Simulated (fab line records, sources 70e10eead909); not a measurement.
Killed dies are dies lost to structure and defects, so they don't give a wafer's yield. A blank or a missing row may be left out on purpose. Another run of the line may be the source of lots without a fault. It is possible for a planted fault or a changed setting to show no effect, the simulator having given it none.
Chamber matching | flow nand-harc | 4 sister chambers for NHARC_A_WL_FILL_STRIP_29 on rie-diel-01
The step strips in O2, time 20 s. 16 wafers are shown with their chamber, then 8 later ones without.

WAFERS PAIRED WITH THEIR CHAMBERS
wafer  | chamber | showerhead-plenum-p-Torr (Torr) | drypump-motor-current-A (A) | throttle-valve-pct (%)
L075.2 | 0       | 3.49                            | 5.1                         | 17.048
L075.3 | 2       | 3.58                            | 5.7                         | 17.041
L075.5 | 0       | 3.49                            | 5.1                         | 17.013
L080.2 | 1       | 3.32                            | 5.2                         | 17.033
L080.4 | 3       | 3.40                            | 5.3                         | 17.046
L080.6 | 0       | 3.48                            | 5.1                         | 17.027
L083.3 | 0       | 3.48                            | 5.1                         | 17.025
L083.4 | 2       | 3.58                            | 5.7                         | 17.031
L083.5 | 1       | 3.32                            | 5.2                         | 17.036
L084.2 | 3       | 3.40                            | 5.4                         | 17.025
L084.5 | 0       | 3.48                            | 5.1                         | 17.036
L084.6 | 1       | 3.32                            | 5.1                         | 17.025
L088.2 | 2       | 3.58                            | 5.7                         | 17.019
L088.5 | 3       | 3.40                            | 5.4                         | 17.051
L088.6 | 2       | 3.58                            | 5.7                         | 17.048
L091.2 | 3       | 3.40                            | 5.3                         | 17.045

SIGNATURES (averages over the wafers above)
reading                  | chamber 0 | chamber 1 | chamber 2 | chamber 3 | scatter within a chamber
showerhead-plenum-p-Torr | 3.4840    | 3.3200    | 3.5800    | 3.4000    | 0.00316
drypump-motor-current-A  | 5.100     | 5.167     | 5.700     | 5.350     | 0.0373
throttle-valve-pct       | 17.02980  | 17.03133  | 17.03475  | 17.04175  | 0.0116
Rule: a wafer's distance from a chamber is the root of the sum, over the readings, of the square of ((its reading less the chamber's mean) divided by the reading's scatter). The wafer belongs to the nearest chamber; if the next one is less than 2 further off, it can't be placed. The scatter: the root of (the sum of the squares of (reading less its chamber's mean) over the shown wafers, divided by (wafers less chambers)).

WAFERS MISSING THEIR CHAMBER
wafer  | showerhead-plenum-p-Torr (Torr) | drypump-motor-current-A (A) | throttle-valve-pct (%)
L091.4 | 3.48                            | 5.1                         | 17.041
L091.5 | 3.58                            | 5.7                         | 17.038
L095.1 | 3.48                            | 5.1                         | 17.028
L095.2 | 3.40                            | 5.4                         | 17.031
L095.5 | 3.58                            | 5.7                         | 17.036
L096.3 | 3.58                            | 5.7                         | 17.048
L096.5 | 3.58                            | 5.7                         | 17.037
L096.6 | 3.31                            | 5.2                         | 17.046

WHICH CHAMBER EACH WENT THROUGH
wafer  | from the rows above | in truth
L091.4 | 0                   | 0
L091.5 | 2                   | 2
L095.1 | 0                   | 0
L095.2 | 3                   | 3
L095.5 | 2                   | 2
L096.3 | 2                   | 2
L096.5 | 2                   | 2
L096.6 | 1                   | 1
Correctly placed: 8 of 8. Can't be placed from these rows: 0. Number placed wrongly: 0.
